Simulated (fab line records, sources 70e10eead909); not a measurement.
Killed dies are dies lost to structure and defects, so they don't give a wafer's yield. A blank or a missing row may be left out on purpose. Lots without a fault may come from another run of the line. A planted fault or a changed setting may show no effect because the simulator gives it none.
Chamber matching | flow nand_harc | NHARC_A_STAIRCASE_DESCUM_186 on rie_diel-12: 4 sister chambers
The step chemistry O2, time 3 s. 8 wafers are shown with their chamber, then 7 later ones without.

WAFERS WITH THEIR CHAMBER
wafer  | chamber | drypump_motor_current_A (A) | showerhead_plenum_p_Torr (Torr)
L078.2 | 3       | 6.0                         | 1.96
L078.4 | 1       | 5.6                         | 1.85
L081.3 | 0       | 5.8                         | 1.87
L081.6 | 3       | 6.0                         | 1.96
L089.1 | 0       | 5.8                         | 1.86
L089.6 | 2       | 5.8                         | 1.95
L093.2 | 1       | 5.6                         | 1.83
L093.4 | 2       | 5.9                         | 1.95

WAFERS WITHOUT THEIR CHAMBER
wafer  | drypump_motor_current_A (A) | showerhead_plenum_p_Torr (Torr)
L093.5 | 5.8                         | 1.85
L095.3 | 6.0                         | 1.95
L095.4 | 5.8                         | 1.94
L095.6 | 5.6                         | 1.83
L097.1 | 5.8                         | 1.94
L097.4 | 6.0                         | 1.94
L097.5 | 5.8                         | 1.94

WHICH CHAMBER EACH WENT THROUGH
wafer  | from the rows above     | in truth
L093.5 | 0                       | 0
L095.3 | 3                       | 3
L095.4 | 2                       | 2
L095.6 | 1                       | 1
L097.1 | 2                       | 2
L097.4 | can't be placed: 3 or 2 | 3
L097.5 | 2                       | 2
Placed correctly: 6 of 7. Can't be placed from these rows: 1 (the true chamber is among the candidates in 1). Placed wrongly: 0.
How it was worked out, from the rows above alone: a wafer's distance from a chamber is the root of the sum, over the readings, of the square of ((its reading less the chamber's mean) divided by the reading's scatter). The wafer belongs to the nearest chamber; if the next one is less than 2 further off, it can't be placed. A chamber's mean is the mean of its shown wafers. The scatter: the root of (the sum of the squares of (reading less its chamber's mean) over the shown wafers, divided by (wafers less chambers)).
